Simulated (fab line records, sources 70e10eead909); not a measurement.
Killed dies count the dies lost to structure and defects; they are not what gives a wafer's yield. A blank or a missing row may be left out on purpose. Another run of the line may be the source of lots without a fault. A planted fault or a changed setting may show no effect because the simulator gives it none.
fab line records ; flow nand-harc ; part 1 of 2: steps 1 to 29 of 36
record: lots: 5; wafers: 15; last-day: 33
route steps=1302 shown A_BONDPAD@1227 HYBRID_BOND@1237 THIN_TSV@1244
lots with no fault: from the same line, run without faults
start-h: the number of hours between the record's first day and the start of the first shown wafer of the lot ; wait-h: hours elapsed since this lot's preceding step ; " same as the row above ; L1.1+2: a row that stands for several wafers ; - value missing, or start not given ; * or withheld: withheld ; < > ~ a bound
route shown NAME@n: NAME is a module with steps in the file, n the number in the route of the first one ; usual: average and standard deviation across the fault-free wafers ; same: alike in all rows ; chamber/n: place in a boat ; sites: per-site readings ; _std_site: standard deviation across them ; _edge_site: the outer-site mean with the inner-site mean subtracted ; radius-mm: for every site, how far away it sits from the centre of the wafer ; mask NAME#n: copy n ; behind: the tool/chamber that last shaped the wafer ; hold: reason for holding the lot/hours on hold/outcome of the hold ; device: transistor that didn't switch, given as n, p or np ; end of line: the same wafers' tests at the end of the route ; step lacking rows: just its recipe ; killed: count of dies lost to structure and defects at first sort (not the wafer's yield) ; map: shows each die of a wafer: x if killed, . if not, _ if none is there
set.NAME: setting as actually run; set.NAME@STEP: the setting as run at that earlier step ; model.NAME: the simulator's own value behind a step, which no gauge read
lots seen at some steps along the route; tables by step, rows by wafer
services: the hour from which a tool's chamber was out of use, counted from the record's first day as start-h (under 0 if before that day), plus the number of hours and why
== steps ==
step: NHARC_A_BONDPAD_PVD_17
recipe: target-thk-a: 50; bias-v: 168.6; power-w: 15000; chamber-pressure-pa: 0.12; time-s: 8.06; substrate-temp-c: 50; material: TaN
usual: throttle-valve-pct: 30.0/0.66
lot.wafer;tool;chamber;start-h;wait-h;throttle-valve-pct
L078.4;pvd-sputter-03;-;-;-;29.8
L078.5;pvd-sputter-03;-;-;-;30.3
L078.6;pvd-sputter-03;-;-;-;29.4
L080.2;pvd-sputter-02;-;-;-;30.5
L080.3;pvd-sputter-02;-;-;-;30.1
L080.5;pvd-sputter-02;-;-;-;30.5
L081.3;pvd-sputter-03;-;-;-;29.6
L081.2;pvd-sputter-03;-;-;-;29.9
L081.5;pvd-sputter-03;-;-;-;29.5
L088.3;pvd-sputter-02;-;-;-;30.8
L088.2;pvd-sputter-02;-;-;-;28.3
L088.6;pvd-sputter-02;-;-;-;30.5
L097.1;pvd-sputter-03;-;-;-;30.4
L097.2;pvd-sputter-03;-;-;-;29.8
L097.4;pvd-sputter-03;-;-;-;30.6
step: NHARC_A_BONDPAD_PVD_27
recipe: target-thk-a: 300; chamber-pressure-pa: 5; power-w: 5000; substrate-temp-c: 30; time-s: 20.49; material: Cu
usual: throttle-valve-pct: 29.9/0.68
lot.wafer;tool;chamber;start-h;wait-h;throttle-valve-pct
L078.4;pvd-sputter-03;-;-;-;29.3
L078.6;pvd-sputter-03;-;-;-;29.8
L078.5;pvd-sputter-03;-;-;-;29.1
L080.3;pvd-sputter-02;-;-;-;30.9
L080.2;pvd-sputter-02;-;-;-;30.4
L080.5;pvd-sputter-02;-;-;-;30.8
L081.3;pvd-sputter-03;-;-;-;29.3
L081.2;pvd-sputter-03;-;-;-;30.3
L081.5;pvd-sputter-03;-;-;-;29.6
L088.3;pvd-sputter-02;-;-;-;30.8
L088.2;pvd-sputter-02;-;-;-;28.7
L088.6;pvd-sputter-02;-;-;-;28.9
L097.1;pvd-sputter-03;-;-;-;30.9
L097.2;pvd-sputter-03;-;-;-;30.4
L097.4;pvd-sputter-03;-;-;-;29.7
step: NHARC_A_BONDPAD_ECD_18
recipe: target-thk-a: 4000; bath-temp-c: 25; material: Cu
lot.wafer;tool;chamber;start-h;wait-h
L078.4+6+5;ecd-cu-01;0,0,1;568.66;-
L080.2+3+5;ecd-cu-01;0,1,1;587.16;-
L081.2+3+5;ecd-cu-02;1,0,0;607.64;-
L088.2+3+6;ecd-cu-01;0,1,1;664.89;-
L097.2+1+4;ecd-cu-02;0,1,1;763.94;-
step: NHARC_A_BONDPAD_ANNEAL_28
recipe: temp-c: 225; time-s: 90
usual: wafer_temp_C_max: 226.2/0.32
lot.wafer;tool;chamber;start-h;wait-h;wafer_temp_C_max
L078.4;rtp-anneal-02;0;569.10;-;226.0
L078.5;rtp-anneal-02;0;569.10;-;225.5
L078.6;rtp-anneal-02;0;569.10;-;225.8
L080.2;rtp-anneal-01;0;587.59;0.4;226.2
L080.3;rtp-anneal-01;0;587.59;0.4;226.2
L080.5;rtp-anneal-01;0;587.59;0.4;226.2
L081.2;rtp-anneal-01;0;608.07;0.4;226.9
L081.3;rtp-anneal-01;0;608.07;0.4;226.3
L081.5;rtp-anneal-01;0;608.07;0.4;226.3
L088.2;rtp-anneal-01;0;665.27;0.3;226.0
L088.3;rtp-anneal-01;0;665.27;0.3;226.1
L088.6;rtp-anneal-01;0;665.27;0.3;226.3
L097.1;rtp-anneal-01;0;764.32;0.3;226.7
L097.2;rtp-anneal-01;0;764.32;0.3;226.5
L097.4;rtp-anneal-01;0;764.32;0.3;226.3
step: NHARC_A_BONDPAD_CMP_19
recipe: t-overpolish-s: 30; cu-recess-touch-s: 16; target-thk-nm: 169.82
usual: motor-current-A: 12.1/1.6; overpolish-run-s: 29.999/0.01
same: cu-recess-touch-s: 16
lot.wafer;tool;chamber;start-h;wait-h;motor-current-A;overpolish-run-s
L078.4;cmp-02;2;569.34;-;12.6;29.997
L078.5;cmp-02;0;569.34;-;11.8;30.006
L078.6;cmp-02;1;569.34;-;12.5;29.990
L080.2;cmp-02;0;587.91;-;12.0;30.008
L080.3;cmp-02;1;587.91;-;11.7;30.002
L080.5;cmp-02;0;587.91;-;11.2;30.001
L081.2;cmp-04;3;608.37;-;12.1;29.986
L081.3;cmp-04;1;608.37;-;16.6;30.005
L081.5;cmp-04;3;608.37;-;12.6;29.976
L088.2;cmp-04;2;665.56;-;12.1;29.998
L088.3;cmp-04;0;665.56;-;10.0;29.995
L088.6;cmp-04;3;665.56;-;12.1;29.988
L097.2;cmp-01;0;764.67;-;12.0;30.016
L097.4;cmp-01;1;764.67;-;12.8;29.991
L097.1;cmp-01;2;764.67;-;11.1;29.998
step: NHARC_A_BONDPAD_THK_MEAS_20
recipe: thk-meas-gauge: xrf
usual: thk-nm: 170.2/1.3
lot.wafer;tool;chamber;start-h;wait-h;thk-nm
L078.4;film-metro-02;-;569.62;-;167.8
L078.5;film-metro-02;-;569.62;-;169.4
L078.6;film-metro-02;-;569.62;-;170.0
L080.2;film-metro-02;-;588.21;-;171.1
L080.3;film-metro-02;-;588.21;-;171.4
L080.5;film-metro-02;-;588.21;-;171.4
L081.2;film-metro-02;-;608.69;-;173.8
L081.3;film-metro-02;-;608.69;-;170.6
L081.5;film-metro-02;-;608.69;-;170.4
L088.2;film-metro-01;-;665.89;-;169.5
L088.3;film-metro-01;-;665.89;-;167.6
L088.6;film-metro-01;-;665.89;-;172.0
L097.1;film-metro-02;-;764.99;-;169.0
L097.2;film-metro-02;-;764.99;-;169.8
L097.4;film-metro-02;-;764.99;-;169.2
step: NHARC_A_BONDPAD_SRD_21
recipe: time-s: 30; temp-c: 23; dry-time-s: 20; spin-rpm: 1500
lot.wafer;tool;chamber;start-h;wait-h
L078.5+4+6;wet-bench-08;4,5,6;569.65;0.0
L080.2+5+3;wet-bench-08;2,3,5;588.25;0.0
L081.5+2+3;wet-bench-08;7,2,3;608.73;0.0
L088.3+2+6;wet-bench-08;4,6,1;665.93;0.0
L097.4+1+2;wet-bench-10;1,3,4;765.04;0.0
step: NHARC_A_BONDPAD_INSPECT_23
usual: raw-defect-count: 566/130
lot.wafer;tool;chamber;start-h;wait-h;raw-defect-count
L078.4;defect-inspect-02;-;569.82;0.0;456
L078.5;defect-inspect-02;-;569.82;0.0;445
L078.6;defect-inspect-02;-;569.82;0.0;410
L080.2;defect-inspect-02;-;588.43;0.0;460
L080.3;defect-inspect-02;-;588.43;0.0;755
L080.5;defect-inspect-02;-;588.43;0.0;464
L081.2;defect-inspect-01;-;608.89;0.0;570
L081.3;defect-inspect-01;-;608.89;0.0;498
L081.5;defect-inspect-01;-;608.89;0.0;605
L088.2;defect-inspect-02;-;666.09;0.0;417
L088.3;defect-inspect-02;-;666.09;0.0;394
L088.6;defect-inspect-02;-;666.09;0.0;588
L097.1;defect-inspect-02;-;765.20;0.0;915
L097.2;defect-inspect-02;-;765.20;0.0;977
L097.4;defect-inspect-02;-;765.20;0.0;627
step: NHARC_HYBRID_BOND_ACTIVATE_00
recipe: time-s: 60; n2-flow-sccm: 200; ar-flow-sccm: 0; bias-power-w: 0; chemistry: N2
usual: drypump-motor-current-A: 5.5/0.46; oes-product-au: 1.000/0.01; rf-vpp-V: 64.2/0.87; showerhead-plenum-p-Torr: 1.76/0.066
lot.wafer;tool;chamber;start-h;wait-h;drypump-motor-current-A;oes-product-au;rf-hours-counter-h;rf-vpp-V;showerhead-plenum-p-Torr
L078.4;rie-diel-02;2;569.89;0.1;5.9;0.990;14;63.7;1.79
L078.5;rie-diel-02;1;569.89;0.1;5.4;1.013;-;64.2;1.83
L078.6;rie-diel-02;2;569.89;0.1;5.9;0.996;-;65.7;1.79
L080.3;rie-diel-02;2;588.51;0.1;5.9;1.007;0;62.8;1.79
L080.2;rie-diel-02;3;588.51;0.1;5.0;1.006;0;64.4;1.74
L080.5;rie-diel-02;1;588.51;0.1;5.5;1.023;-;65.1;1.83
L081.3;rie-diel-02;0;608.97;0.1;5.8;0.997;2;63.2;1.71
L081.2;rie-diel-02;1;608.97;0.1;5.5;1.011;2;65.1;1.83
L081.5;rie-diel-02;0;608.97;0.1;5.8;0.999;-;65.3;1.71
L088.2;rie-diel-02;0;666.18;0.1;5.8;1.006;7;63.8;1.71
L088.3;rie-diel-02;3;666.18;0.1;5.0;1.018;7;64.4;1.74
L088.6;rie-diel-02;1;666.18;0.1;5.4;1.016;-;65.0;1.83
L097.1;rie-diel-02;3;765.26;0.1;5.0;0.995;0;63.9;1.74
L097.2;rie-diel-02;0;765.26;0.1;5.8;0.998;0;62.6;1.71
L097.4;rie-diel-02;1;765.26;0.1;5.4;1.008;0;65.4;1.82
step: NHARC_HYBRID_BOND_PRECLEAN_01
recipe: time-s: 300; temp-c: 23; chemistry: DIW
lot.wafer;tool;chamber;start-h;wait-h
L078.5+4+6;wet-bench-10;4,7,1;570.03;0.1
L080.2+5+3;wet-bench-08;3,5,7;588.65;0.1
L081.5+2+3;wet-bench-10;5,6,7;609.12;0.1
L088.6+3+2;wet-bench-08;6,7,3;666.33;0.1
L097.4+1+2;wet-bench-10;2,3,4;765.43;0.1
step: NHARC_HYBRID_BOND_SRD_02
recipe: time-s: 30; temp-c: 23; dry-time-s: 20; spin-rpm: 1500
lot.wafer;tool;chamber;start-h;wait-h
L078.5+4+6;wet-bench-10;4,7,1;-;-
L080.2+5+3;wet-bench-08;3,5,7;-;-
L081.5+2+3;wet-bench-10;5,6,7;-;-
L088.6+3+2;wet-bench-08;6,7,3;-;-
L097.4+1+2;wet-bench-10;2,3,4;-;-
step: NHARC_HYBRID_BOND_BOND_03
recipe: temp-c: 25
lot.wafer;tool;chamber;start-h;wait-h
L078.4+5+6;wafer-bonder-01;0;570.74;-
L080.2+3+5;wafer-bonder-01;0;589.05;-
L081.2+3+5;wafer-bonder-01;0;610.11;-
L088.2+3+6;wafer-bonder-01;0;666.74;-
L097.1+2+4;wafer-bonder-01;0;765.67;-
step: NHARC_HYBRID_BOND_ANNEAL_04
recipe: temp-c: 300; time-s: 7200; ramp-up-c-per-min: 5; ramp-down-c-per-min: 3; idle-temp-c: 100; pressure-atm: 1
usual: tube-center-temp-C: 300/0.027; zone-power-bottom-pct: 4.08/0.16
lot.wafer;tool;chamber;start-h;wait-h;tube-center-temp-C;zone-power-bottom-pct
L078.4;furnace-04;0;573.96;3.1;299.97;4.16
L078.5;furnace-04;0;573.96;3.1;300.01;4.15
L078.6;furnace-04;0;573.96;3.1;299.97;4.11
L080.2;furnace-01;0;593.68;4.5;300.01;3.83
L080.3;furnace-01;0;593.68;4.5;300.02;3.84
L080.5;furnace-01;0;593.68;4.5;299.93;3.85
L081.2;furnace-04;0;614.03;3.8;299.98;4.06
L081.3;furnace-04;0;614.03;3.8;300.01;4.13
L081.5;furnace-04;0;614.03;3.8;300.02;4.13
L088.2;furnace-02;0;668.86;2.0;300;4.16
L088.3;furnace-02;0;668.86;2.0;299.97;4.26
L088.6;furnace-02;0;668.86;2.0;300.01;4.22
L097.1;furnace-02;0;769.96;4.1;299.98;4.30
L097.2;furnace-02;0;769.96;4.1;299.94;4.19
L097.4;furnace-02;0;769.96;4.1;299.99;4.24
step: NHARC_HYBRID_BOND_OVL_MEAS_05
usual: overlay-x-nm: -6/30; overlay-y-nm: 2/31
lot.wafer;tool;chamber;start-h;wait-h;overlay-x-nm;overlay-y-nm
L078.4;overlay-02;-;578.69;0.4;-40;-5
L078.5;overlay-02;-;578.69;0.4;0;10
L078.6;overlay-02;-;578.69;0.4;41;8
L080.2;overlay-02;-;598.43;0.4;-54;-35
L080.3;overlay-02;-;598.43;0.4;-27;40
L080.5;overlay-02;-;598.43;0.4;-45;-14
L081.2;overlay-02;-;618.77;0.4;-28;39
L081.3;overlay-02;-;618.77;0.4;-5;-5
L081.5;overlay-02;-;618.77;0.4;-2;-1
L088.2;overlay-02;-;673.57;0.4;15;14
L088.3;overlay-02;-;673.57;0.4;-38;-6
L088.6;overlay-02;-;673.57;0.4;-2;-17
L097.1;overlay-02;-;774.68;0.4;32;-11
L097.2;overlay-02;-;774.68;0.4;1;23
L097.4;overlay-02;-;774.68;0.4;12;9
step: NHARC_HYBRID_BOND_INSPECT_06
recipe: inspect-instrument: ir-void
usual: raw-defect-count: 90/37
lot.wafer;tool;chamber;start-h;wait-h;raw-defect-count
L078.4;defect-inspect-01;-;578.75;0.1;86
L078.5;defect-inspect-01;-;578.75;0.1;61
L078.6;defect-inspect-01;-;578.75;0.1;88
L080.2;defect-inspect-01;-;598.48;0.1;79
L080.3;defect-inspect-01;-;598.48;0.1;83
L080.5;defect-inspect-01;-;598.48;0.1;68
L081.2;defect-inspect-02;-;618.82;0.1;122
L081.3;defect-inspect-02;-;618.82;0.1;108
L081.5;defect-inspect-02;-;618.82;0.1;114
L088.2;defect-inspect-01;-;673.62;0.1;68
L088.3;defect-inspect-01;-;673.62;0.1;67
L088.6;defect-inspect-01;-;673.62;0.1;79
L097.1;defect-inspect-01;-;774.74;0.0;144
L097.2;defect-inspect-01;-;774.74;0.0;127
L097.4;defect-inspect-01;-;774.74;0.0;134
step: NHARC_THIN_TSV_GRIND_00
recipe: target-thk-um: 6
usual: motor-current-A: 12.004/0.025
lot.wafer;tool;chamber;start-h;wait-h;motor-current-A
L078.4;grinder-01;0;580.70;1.9;11.978
L078.5;grinder-01;0;580.70;1.9;12.012
L078.6;grinder-01;0;580.70;1.9;12.007
L080.2;grinder-01;0;598.83;0.3;11.971
L080.3;grinder-01;0;598.83;0.3;11.989
L080.5;grinder-01;0;598.83;0.3;12.019
L081.2;grinder-01;0;620.37;1.6;11.993
L081.3;grinder-01;0;620.37;1.6;12.043
L081.5;grinder-01;0;620.37;1.6;12.052
L088.2;grinder-01;0;675.16;1.5;12.002
L088.3;grinder-01;0;675.16;1.5;11.982
L088.6;grinder-01;0;675.16;1.5;12.007
L097.1;grinder-01;0;774.89;0.1;11.995
L097.2;grinder-01;0;774.89;0.1;11.981
L097.4;grinder-01;0;774.89;0.1;12.008
step: NHARC_THIN_TSV_CMP_01
recipe: target-thk-um: 3
usual: motor-current-A: 12.5/1.5
lot.wafer;tool;chamber;start-h;wait-h;motor-current-A
L078.4;cmp-04;0;581.39;0.5;9.8
L078.5;cmp-04;1;581.39;0.5;14.6
L078.6;cmp-04;2;581.39;0.5;11.6
L080.2;cmp-02;0;599.85;0.8;11.2
L080.3;cmp-02;1;599.85;0.8;12.3
L080.5;cmp-02;0;599.85;0.8;12.0
L081.2;cmp-02;3;621.42;0.8;11.9
L081.3;cmp-02;1;621.42;0.8;12.0
L081.5;cmp-02;3;621.42;0.8;12.0
L088.3;cmp-02;0;676.17;0.6;11.3
L088.2;cmp-02;1;676.17;0.6;12.4
L088.6;cmp-02;0;676.17;0.6;11.9
L097.1;cmp-02;3;776.11;1.0;12.5
L097.2;cmp-02;1;776.11;1.0;12.6
L097.4;cmp-02;2;776.11;1.0;12.7
step: NHARC_THIN_TSV_THK_MEAS_02
recipe: thk-meas-gauge: ir
usual: thk-nm: 2967/200
lot.wafer;tool;chamber;start-h;wait-h;thk-nm
L078.4;film-metro-02;-;581.58;0.2;2988
L078.5;film-metro-02;-;581.58;0.2;3044
L078.6;film-metro-02;-;581.58;0.2;2744
L080.2;film-metro-02;-;600.12;-;3112
L080.3;film-metro-02;-;600.12;-;3075
L080.5;film-metro-02;-;600.12;-;2937
L081.2;film-metro-02;-;621.66;-;2910
L081.3;film-metro-02;-;621.66;-;2996
L081.5;film-metro-02;-;621.66;-;2925
L088.2;film-metro-02;-;676.44;0.2;3220
L088.3;film-metro-02;-;676.44;0.2;3042
L088.6;film-metro-02;-;676.44;0.2;2715
L097.1;film-metro-02;-;776.37;-;2978
L097.2;film-metro-02;-;776.37;-;2702
L097.4;film-metro-02;-;776.37;-;2898
step: NHARC_THIN_TSV_SRD_03
lot.wafer;tool;chamber;start-h;wait-h
L078.5+6+4;wet-bench-08;6,7,1;581.63;0.0
L080.2+5+3;wet-bench-08;6,0,2;600.16;0.0
L081.5+3+2;wet-bench-10;0,2,4;621.70;0.0
L088.6+2+3;wet-bench-10;0,2,3;676.48;0.0
L097.1+4+2;wet-bench-10;1,2,3;776.41;0.0
step: NHARC_THIN_TSV_PRECLEAN_41
recipe: time-s: *; temp-c: 50; bath-age-min: 0; chemistry: SC1
usual: bath-guard-temp-C: 50.2/0.49
same: bath-age-min: 0
lot.wafer;tool;chamber;start-h;wait-h;bath-guard-temp-C
L078.5;wet-bench-08;6;581.65;0.0;49.9
L078.6;wet-bench-08;7;581.65;0.0;50.3
L078.4;wet-bench-08;1;581.65;0.0;50.2
L080.2;wet-bench-08;6;600.18;0.0;49.9
L080.5;wet-bench-08;0;600.18;0.0;50.8
L080.3;wet-bench-08;2;600.18;0.0;50.7
L081.5;wet-bench-10;0;621.72;0.0;49.8
L081.3;wet-bench-10;2;621.72;0.0;50.0
L081.2;wet-bench-10;4;621.72;0.0;50.3
L088.6;wet-bench-10;0;676.50;0.0;49.6
L088.2;wet-bench-10;2;676.50;0.0;49.7
L088.3;wet-bench-10;3;676.50;0.0;49.3
L097.1;wet-bench-10;1;776.44;0.0;50.1
L097.4;wet-bench-10;2;776.44;0.0;49.7
L097.2;wet-bench-10;3;776.44;0.0;49.8
step: NHARC_THIN_TSV_SRD_42
lot.wafer;tool;chamber;start-h;wait-h
L078.5+6+4;wet-bench-08;6,7,1;-;-
L080.2+5+3;wet-bench-08;6,0,2;-;-
L081.5+3+2;wet-bench-10;0,2,4;-;-
L088.6+2+3;wet-bench-10;0,2,3;-;-
L097.1+4+2;wet-bench-10;1,2,3;-;-
step: NHARC_THIN_TSV_DEP_43
recipe: target-thk-a: 13285; temp-c: withheld; pressure-torr: 6.5; rf-w: 900; teos-flow-sccm: 161.4; flow-sccm: 2650; target-thk-nm: 1328.5; gas: O2; material: SiO2
usual: mfc-precursor-sccm: 161.5/0.47; throttle-valve-pct: 15.9/0.57
lot.wafer;tool;chamber;start-h;wait-h;mfc-precursor-sccm;since-wet-clean-h;throttle-valve-pct
L078.6;pecvd-01;2;581.94;-;161.4;-;16.4
L078.4;pecvd-01;0;581.94;-;161.7;-;15.3
L078.5;pecvd-01;1;581.94;-;162.3;-;15.1
L080.2;pecvd-04;0;600.34;-;161.8;137;15.5
L080.3;pecvd-04;1;600.34;-;160.4;137;15.6
L080.5;pecvd-04;2;600.34;-;162.0;-;17.2
L081.3;pecvd-02;0;621.88;-;162.5;20;15.9
L081.2;pecvd-02;1;621.88;-;161.4;20;15.8
L081.5;pecvd-02;1;621.88;-;162.5;-;15.4
L088.2;pecvd-02;2;676.71;-;161.3;74;15.9
L088.3;pecvd-02;0;676.71;-;161.2;74;16.1
L088.6;pecvd-02;2;676.71;-;161.7;-;15.8
L097.2;pecvd-04;0;776.64;-;161.0;132;15.8
L097.1;pecvd-04;1;776.64;-;161.1;132;15.6
L097.4;pecvd-04;2;776.64;-;162.0;-;16.8
step: NHARC_THIN_TSV_DEHYDRATE_04
recipe: temp-c: 150; time-s: 120
usual: heater-power-total-W: 182.4/1.2; resist-line-temp-C: 22.99/0.11
lot.wafer;tool;chamber;start-h;wait-h;heater-power-total-W;resist-line-temp-C
L078.4;litho-track-05;0;582.21;-;182.4;22.79
L078.5;litho-track-05;0;582.21;-;184.9;22.70
L078.6;litho-track-05;0;582.21;-;180.5;22.92
L080.2;litho-track-05;0;600.74;-;181.2;23.14
L080.3;litho-track-05;0;600.74;-;183.8;23.06
L080.5;litho-track-05;0;600.74;-;182.1;22.90
L081.2;litho-track-05;0;622.28;-;180.7;22.92
L081.3;litho-track-05;0;622.28;-;184.2;22.98
L081.5;litho-track-05;0;622.28;-;184.6;22.89
L088.2;litho-track-05;0;677.07;-;184.3;22.85
L088.3;litho-track-05;0;677.07;-;182.2;22.86
L088.6;litho-track-05;0;677.07;-;181.0;23.03
L097.1;litho-track-02;0;777.00;-;184.1;22.99
L097.2;litho-track-02;0;777.00;-;183.5;22.89
L097.4;litho-track-02;0;777.00;-;182.3;22.90
step: NHARC_THIN_TSV_HMDS_05
recipe: time-s: 30
usual: resist-line-temp-C: 22.99/0.11
lot.wafer;tool;chamber;start-h;wait-h;resist-line-temp-C
L078.4;litho-track-05;0;-;-;22.82
L078.5;litho-track-05;0;-;-;22.77
L078.6;litho-track-05;0;-;-;22.84
L080.2;litho-track-05;0;-;-;22.81
L080.3;litho-track-05;0;-;-;22.90
L080.5;litho-track-05;0;-;-;22.86
L081.2;litho-track-05;0;-;-;23.07
L081.3;litho-track-05;0;-;-;23.03
L081.5;litho-track-05;0;-;-;23.19
L088.2;litho-track-05;0;-;-;23.01
L088.3;litho-track-05;0;-;-;23.11
L088.6;litho-track-05;0;-;-;22.94
L097.1;litho-track-02;0;-;-;22.85
L097.2;litho-track-02;0;-;-;22.99
L097.4;litho-track-02;0;-;-;22.90
step: NHARC_THIN_TSV_COAT_06
recipe: spin-rpm: *
usual: resist-line-temp-C: 22.99/0.097
lot.wafer;tool;chamber;start-h;wait-h;resist-line-temp-C
L078.4;litho-track-05;0;-;-;22.80
L078.5;litho-track-05;0;-;-;22.74
L078.6;litho-track-05;0;-;-;22.84
L080.2;litho-track-05;0;-;-;23.01
L080.3;litho-track-05;0;-;-;23.05
L080.5;litho-track-05;0;-;-;22.89
L081.2;litho-track-05;0;-;-;23.06
L081.3;litho-track-05;0;-;-;23.03
L081.5;litho-track-05;0;-;-;23.02
L088.2;litho-track-05;0;-;-;22.95
L088.3;litho-track-05;0;-;-;23.06
L088.6;litho-track-05;0;-;-;22.99
L097.1;litho-track-02;0;-;-;23.15
L097.2;litho-track-02;0;-;-;23.04
L097.4;litho-track-02;0;-;-;23.15
step: NHARC_THIN_TSV_SOFTBAKE_07
recipe: temp-c: 122; time-s: 95
usual: heater-power-total-W: 160.1/0.51; resist-line-temp-C: 23.02/0.095
lot.wafer;tool;chamber;start-h;wait-h;heater-power-total-W;resist-line-temp-C
L078.4;litho-track-05;0;-;-;160.0;23.01
L078.5;litho-track-05;0;-;-;160.6;23.05
L078.6;litho-track-05;0;-;-;160.6;22.88
L080.2;litho-track-05;0;-;-;160.6;22.94
L080.3;litho-track-05;0;-;-;159.4;23.05
L080.5;litho-track-05;0;-;-;160.3;23.04
L081.2;litho-track-05;0;-;-;159.9;23.08
L081.3;litho-track-05;0;-;-;159.3;22.96
L081.5;litho-track-05;0;-;-;160.5;23.16
L088.2;litho-track-05;0;-;-;160.7;22.99
L088.3;litho-track-05;0;-;-;159.6;23.05
L088.6;litho-track-05;0;-;-;160.7;22.93
L097.1;litho-track-02;0;-;-;160.4;23.02
L097.2;litho-track-02;0;-;-;159.4;23.07
L097.4;litho-track-02;0;-;-;159.2;22.97
step: NHARC_THIN_TSV_EBR_08
usual: resist-line-temp-C: 22.99/0.11
lot.wafer;tool;chamber;start-h;wait-h;resist-line-temp-C
L078.4;litho-track-05;0;-;-;23.04
L078.5;litho-track-05;0;-;-;23.02
L078.6;litho-track-05;0;-;-;22.96
L080.2;litho-track-05;0;-;-;23.02
L080.3;litho-track-05;0;-;-;23.01
L080.5;litho-track-05;0;-;-;23.16
L081.2;litho-track-05;0;-;-;22.95
L081.3;litho-track-05;0;-;-;23.00
L081.5;litho-track-05;0;-;-;22.86
L088.2;litho-track-05;0;-;-;22.83
L088.3;litho-track-05;0;-;-;22.77
L088.6;litho-track-05;0;-;-;22.91
L097.1;litho-track-02;0;-;-;22.88
L097.2;litho-track-02;0;-;-;22.99
L097.4;litho-track-02;0;-;-;23.10
step: NHARC_THIN_TSV_EXPOSE_09
recipe: na: 0.55; dose-mj: 30.7; mask-id: TSV
lot.wafer;tool;chamber;start-h;wait-h;mask
L078.4+5+6;krf-scanner-02;0;582.37;-;TSV#0
L080.2+3+5;krf-scanner-04;0;601.01;-;TSV#0
L081.2+3+5;krf-scanner-02;0;622.56;-;TSV#0
L088.2+3+6;krf-scanner-02;0;677.22;-;TSV#0
L097.1+2+4;krf-scanner-01;0;777.27;-;TSV#0
step: NHARC_THIN_TSV_PEB_10
recipe: peb-temp-c: 118; peb-time-s: 85
usual: heater-power-total-W: 163.99/0.26; resist-line-temp-C: 22.99/0.11
lot.wafer;tool;chamber;start-h;wait-h;heater-power-total-W;resist-line-temp-C
L078.4;litho-track-05;0;582.42;0.0;164.02;22.98
L078.5;litho-track-05;0;582.42;0.0;164.30;22.89
L078.6;litho-track-05;0;582.42;0.0;164.43;22.87
L080.2;litho-track-02;0;601.08;0.1;164.24;22.90
L080.3;litho-track-02;0;601.08;0.1;163.88;22.97
L080.5;litho-track-02;0;601.08;0.1;164.15;23.02
L081.2;litho-track-05;0;622.62;0.1;164.27;22.90
L081.3;litho-track-05;0;622.62;0.1;164.13;22.98
L081.5;litho-track-05;0;622.62;0.1;164.10;22.95
L088.2;litho-track-02;0;677.28;0.1;163.88;22.94
L088.3;litho-track-02;0;677.28;0.1;163.92;22.86
L088.6;litho-track-02;0;677.28;0.1;164.08;23.02
L097.1;litho-track-05;0;777.33;0.1;163.63;22.92
L097.2;litho-track-05;0;777.33;0.1;164.15;22.88
L097.4;litho-track-05;0;777.33;0.1;163.72;22.95
